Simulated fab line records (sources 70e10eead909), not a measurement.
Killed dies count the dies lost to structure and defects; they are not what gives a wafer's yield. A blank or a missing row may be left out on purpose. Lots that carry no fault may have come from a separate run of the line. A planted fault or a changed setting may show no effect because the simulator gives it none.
Chamber matching || flow nand_harc || 4 sister chambers for NHARC_HYBRID_BOND_ACTIVATE_00 on rie_diel-04
The step chemistry N2, time 60 s. 42 wafers are shown with their chamber, then 12 later ones without.

## EACH WAFER AND ITS CHAMBER
{"wafer": "L074.1", "chamber": 2, "drypump_motor_current_A (A)": 5.0, "showerhead_plenum_p_Torr (Torr)": 1.80, "oes_product_au (a.u.)": 1.000}
{"wafer": "L074.5", "chamber": 3, "drypump_motor_current_A (A)": 5.8, "showerhead_plenum_p_Torr (Torr)": 1.67, "oes_product_au (a.u.)": 1.002}
{"wafer": "L074.6", "chamber": 0, "drypump_motor_current_A (A)": 5.5, "showerhead_plenum_p_Torr (Torr)": 1.77, "oes_product_au (a.u.)": 1.004}
{"wafer": "L079.3", "chamber": 1, "drypump_motor_current_A (A)": 5.4, "showerhead_plenum_p_Torr (Torr)": 1.81, "oes_product_au (a.u.)": 1.021}
{"wafer": "L079.4", "chamber": 2, "drypump_motor_current_A (A)": 5.1, "showerhead_plenum_p_Torr (Torr)": 1.80, "oes_product_au (a.u.)": 0.999}
{"wafer": "L079.5", "chamber": 1, "drypump_motor_current_A (A)": 5.4, "showerhead_plenum_p_Torr (Torr)": 1.81, "oes_product_au (a.u.)": 1.020}
{"wafer": "L081.1", "chamber": 1, "drypump_motor_current_A (A)": 5.4, "showerhead_plenum_p_Torr (Torr)": 1.81, "oes_product_au (a.u.)": 1.012}
{"wafer": "L081.2", "chamber": 0, "drypump_motor_current_A (A)": 5.5, "showerhead_plenum_p_Torr (Torr)": 1.76, "oes_product_au (a.u.)": 1.012}
{"wafer": "L081.3", "chamber": 2, "drypump_motor_current_A (A)": 5.1, "showerhead_plenum_p_Torr (Torr)": 1.80, "oes_product_au (a.u.)": 0.986}
{"wafer": "L081.4", "chamber": 3, "drypump_motor_current_A (A)": 5.8, "showerhead_plenum_p_Torr (Torr)": 1.67, "oes_product_au (a.u.)": 1.020}
{"wafer": "L081.5", "chamber": 1, "drypump_motor_current_A (A)": 5.4, "showerhead_plenum_p_Torr (Torr)": 1.81, "oes_product_au (a.u.)": 1.030}
{"wafer": "L081.6", "chamber": 2, "drypump_motor_current_A (A)": 5.1, "showerhead_plenum_p_Torr (Torr)": 1.80, "oes_product_au (a.u.)": 0.986}
{"wafer": "L083.1", "chamber": 1, "drypump_motor_current_A (A)": 5.4, "showerhead_plenum_p_Torr (Torr)": 1.81, "oes_product_au (a.u.)": 1.018}
{"wafer": "L083.2", "chamber": 0, "drypump_motor_current_A (A)": 5.5, "showerhead_plenum_p_Torr (Torr)": 1.76, "oes_product_au (a.u.)": 1.015}
{"wafer": "L083.6", "chamber": 1, "drypump_motor_current_A (A)": 5.4, "showerhead_plenum_p_Torr (Torr)": 1.81, "oes_product_au (a.u.)": 1.020}
{"wafer": "L084.1", "chamber": 0, "drypump_motor_current_A (A)": 5.5, "showerhead_plenum_p_Torr (Torr)": 1.76, "oes_product_au (a.u.)": 1.008}
{"wafer": "L084.5", "chamber": 2, "drypump_motor_current_A (A)": 5.1, "showerhead_plenum_p_Torr (Torr)": 1.80, "oes_product_au (a.u.)": 0.988}
{"wafer": "L084.6", "chamber": 1, "drypump_motor_current_A (A)": 5.4, "showerhead_plenum_p_Torr (Torr)": 1.81, "oes_product_au (a.u.)": 1.018}
{"wafer": "L085.3", "chamber": 3, "drypump_motor_current_A (A)": 5.8, "showerhead_plenum_p_Torr (Torr)": 1.67, "oes_product_au (a.u.)": 1.004}
{"wafer": "L085.5", "chamber": 3, "drypump_motor_current_A (A)": 5.8, "showerhead_plenum_p_Torr (Torr)": 1.67, "oes_product_au (a.u.)": 1.001}
{"wafer": "L085.6", "chamber": 2, "drypump_motor_current_A (A)": 5.1, "showerhead_plenum_p_Torr (Torr)": 1.80, "oes_product_au (a.u.)": 0.991}
{"wafer": "L088.1", "chamber": 1, "drypump_motor_current_A (A)": 5.4, "showerhead_plenum_p_Torr (Torr)": 1.81, "oes_product_au (a.u.)": 1.028}
{"wafer": "L088.3", "chamber": 2, "drypump_motor_current_A (A)": 5.1, "showerhead_plenum_p_Torr (Torr)": 1.80, "oes_product_au (a.u.)": 1.009}
{"wafer": "L088.6", "chamber": 2, "drypump_motor_current_A (A)": 5.1, "showerhead_plenum_p_Torr (Torr)": 1.80, "oes_product_au (a.u.)": 0.996}
{"wafer": "L087.1", "chamber": 0, "drypump_motor_current_A (A)": 5.5, "showerhead_plenum_p_Torr (Torr)": 1.76, "oes_product_au (a.u.)": 0.994}
{"wafer": "L087.5", "chamber": 3, "drypump_motor_current_A (A)": 5.8, "showerhead_plenum_p_Torr (Torr)": 1.67, "oes_product_au (a.u.)": 1.005}
{"wafer": "L087.6", "chamber": 2, "drypump_motor_current_A (A)": 5.1, "showerhead_plenum_p_Torr (Torr)": 1.80, "oes_product_au (a.u.)": 0.996}
{"wafer": "L089.2", "chamber": 1, "drypump_motor_current_A (A)": 5.4, "showerhead_plenum_p_Torr (Torr)": 1.81, "oes_product_au (a.u.)": 1.009}
{"wafer": "L089.3", "chamber": 2, "drypump_motor_current_A (A)": 5.1, "showerhead_plenum_p_Torr (Torr)": 1.80, "oes_product_au (a.u.)": 1.001}
{"wafer": "L089.5", "chamber": 2, "drypump_motor_current_A (A)": 5.1, "showerhead_plenum_p_Torr (Torr)": 1.80, "oes_product_au (a.u.)": 1.011}
{"wafer": "L086.2", "chamber": 2, "drypump_motor_current_A (A)": 5.1, "showerhead_plenum_p_Torr (Torr)": 1.80, "oes_product_au (a.u.)": 1.008}
{"wafer": "L086.4", "chamber": 0, "drypump_motor_current_A (A)": 5.5, "showerhead_plenum_p_Torr (Torr)": 1.76, "oes_product_au (a.u.)": 1.006}
{"wafer": "L086.6", "chamber": 0, "drypump_motor_current_A (A)": 5.5, "showerhead_plenum_p_Torr (Torr)": 1.76, "oes_product_au (a.u.)": 1.003}
{"wafer": "L090.2", "chamber": 2, "drypump_motor_current_A (A)": 5.1, "showerhead_plenum_p_Torr (Torr)": 1.80, "oes_product_au (a.u.)": 1.009}
{"wafer": "L090.3", "chamber": 1, "drypump_motor_current_A (A)": 5.4, "showerhead_plenum_p_Torr (Torr)": 1.81, "oes_product_au (a.u.)": 1.031}
{"wafer": "L090.4", "chamber": 0, "drypump_motor_current_A (A)": 5.5, "showerhead_plenum_p_Torr (Torr)": 1.76, "oes_product_au (a.u.)": 1.002}
{"wafer": "L092.1", "chamber": 1, "drypump_motor_current_A (A)": 5.4, "showerhead_plenum_p_Torr (Torr)": 1.81, "oes_product_au (a.u.)": 1.011}
{"wafer": "L092.2", "chamber": 3, "drypump_motor_current_A (A)": 5.8, "showerhead_plenum_p_Torr (Torr)": 1.67, "oes_product_au (a.u.)": 1.002}
{"wafer": "L092.5", "chamber": 1, "drypump_motor_current_A (A)": 5.4, "showerhead_plenum_p_Torr (Torr)": 1.81, "oes_product_au (a.u.)": 1.020}
{"wafer": "L094.3", "chamber": 1, "drypump_motor_current_A (A)": 5.4, "showerhead_plenum_p_Torr (Torr)": 1.81, "oes_product_au (a.u.)": 1.009}
{"wafer": "L094.4", "chamber": 1, "drypump_motor_current_A (A)": 5.4, "showerhead_plenum_p_Torr (Torr)": 1.81, "oes_product_au (a.u.)": 1.001}
{"wafer": "L094.6", "chamber": 2, "drypump_motor_current_A (A)": 5.1, "showerhead_plenum_p_Torr (Torr)": 1.79, "oes_product_au (a.u.)": 0.995}

SIGNATURES, as means of the wafers listed above
{"reading": "drypump_motor_current_A", "chamber 0": 5.500, "chamber 1": 5.400, "chamber 2": 5.093, "chamber 3": 5.800, "scatter within a chamber": 0.0156}
{"reading": "showerhead_plenum_p_Torr", "chamber 0": 1.7612, "chamber 1": 1.8100, "chamber 2": 1.7993, "chamber 3": 1.6700, "scatter within a chamber": 0.00218}
{"reading": "oes_product_au", "chamber 0": 1.00550, "chamber 1": 1.01771, "chamber 2": 0.99821, "chamber 3": 1.00567, "scatter within a chamber": 0.00811}
Rule: for each reading, subtract the chamber's mean from the wafer's reading, divide by that reading's scatter and square the result; add these up over the readings and take the root, which gives the wafer's distance from the chamber. The wafer belongs to the nearest chamber; if the next one is less than 2 further off, it can't be placed. The scatter: the root of (the sum of the squares of (reading less its chamber's mean) over the shown wafers, divided by (wafers less chambers)).

## WAFERS WHOSE CHAMBER IS MISSING
{"wafer": "L093.2", "drypump_motor_current_A (A)": 5.4, "showerhead_plenum_p_Torr (Torr)": 1.81, "oes_product_au (a.u.)": 1.007}
{"wafer": "L093.4", "drypump_motor_current_A (A)": 5.8, "showerhead_plenum_p_Torr (Torr)": 1.67, "oes_product_au (a.u.)": 1.015}
{"wafer": "L093.5", "drypump_motor_current_A (A)": 5.4, "showerhead_plenum_p_Torr (Torr)": 1.81, "oes_product_au (a.u.)": 0.989}
{"wafer": "L095.3", "drypump_motor_current_A (A)": 5.5, "showerhead_plenum_p_Torr (Torr)": 1.76, "oes_product_au (a.u.)": 1.029}
{"wafer": "L095.5", "drypump_motor_current_A (A)": 5.4, "showerhead_plenum_p_Torr (Torr)": 1.81, "oes_product_au (a.u.)": 0.991}
{"wafer": "L095.6", "drypump_motor_current_A (A)": 5.1, "showerhead_plenum_p_Torr (Torr)": 1.79, "oes_product_au (a.u.)": 0.990}
{"wafer": "L096.1", "drypump_motor_current_A (A)": 5.8, "showerhead_plenum_p_Torr (Torr)": 1.67, "oes_product_au (a.u.)": 1.016}
{"wafer": "L096.2", "drypump_motor_current_A (A)": 5.1, "showerhead_plenum_p_Torr (Torr)": 1.79, "oes_product_au (a.u.)": 0.995}
{"wafer": "L096.5", "drypump_motor_current_A (A)": 5.5, "showerhead_plenum_p_Torr (Torr)": 1.76, "oes_product_au (a.u.)": 1.018}
{"wafer": "L097.3", "drypump_motor_current_A (A)": 5.1, "showerhead_plenum_p_Torr (Torr)": 1.79, "oes_product_au (a.u.)": 0.994}
{"wafer": "L097.4", "drypump_motor_current_A (A)": 5.4, "showerhead_plenum_p_Torr (Torr)": 1.81, "oes_product_au (a.u.)": 0.992}
{"wafer": "L097.5", "drypump_motor_current_A (A)": 5.1, "showerhead_plenum_p_Torr (Torr)": 1.79, "oes_product_au (a.u.)": 0.989}

## WHICH CHAMBER EACH ONE RAN IN
{"wafer": "L093.2", "from the rows above": 1, "in truth": 1}
{"wafer": "L093.4", "from the rows above": 3, "in truth": 3}
{"wafer": "L093.5", "from the rows above": 1, "in truth": 1}
{"wafer": "L095.3", "from the rows above": 0, "in truth": 0}
{"wafer": "L095.5", "from the rows above": 1, "in truth": 1}
{"wafer": "L095.6", "from the rows above": 2, "in truth": 2}
{"wafer": "L096.1", "from the rows above": 3, "in truth": 3}
{"wafer": "L096.2", "from the rows above": 2, "in truth": 2}
{"wafer": "L096.5", "from the rows above": 0, "in truth": 0}
{"wafer": "L097.3", "from the rows above": 2, "in truth": 2}
{"wafer": "L097.4", "from the rows above": 1, "in truth": 1}
{"wafer": "L097.5", "from the rows above": 2, "in truth": 2}
12 of 12 placed correctly. Not placeable from these rows: 0. 0 placed wrongly.
